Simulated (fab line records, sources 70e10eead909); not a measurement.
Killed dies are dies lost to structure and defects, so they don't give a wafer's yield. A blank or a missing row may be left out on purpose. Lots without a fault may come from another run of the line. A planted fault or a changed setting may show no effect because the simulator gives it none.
Chamber matching | flow nand_harc | NHARC_A_M1_PRE_CLEAN_32 on pecvd-04: 3 sister chambers
The step time 12 s. 3 wafers are shown with their chamber, then 7 later ones without.

WAFERS WITH THEIR CHAMBER
wafer  | chamber | heater_power_w (W)
L810.1 | 2       | 673
L822.1 | 0       | 767
L822.2 | 1       | 567

WAFERS WITHOUT THEIR CHAMBER
wafer  | heater_power_w (W)
L822.3 | 704
L823.2 | 624
L823.5 | 653
L823.6 | 629
L824.1 | 712
L824.3 | 657
L824.5 | 526

WHICH CHAMBER EACH WENT THROUGH
wafer  | from the rows above     | in truth
L822.3 | can't be placed: 2 or 0 | 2
L823.2 | can't be placed: 2 or 1 | 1
L823.5 | can't be placed: 2 or 1 | 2
L823.6 | can't be placed: 2 or 1 | 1
L824.1 | can't be placed: 2 or 0 | 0
L824.3 | 2                       | 2
L824.5 | 1                       | 1
Placed correctly: 2 of 7. Can't be placed from these rows: 5 (the true chamber is among the candidates in 5). Placed wrongly: 0.
How it was worked out, from the rows above alone: a wafer's distance from a chamber is the root of the sum, over the readings, of the square of ((its reading less the chamber's mean) divided by the reading's scatter). The wafer belongs to the nearest chamber; if the next one is less than 2 further off, it can't be placed. A chamber's mean is the mean of its shown wafers. The scatter: with one shown wafer a chamber, the root of the mean of the squares of how far each hidden wafer lies from its nearest shown one.
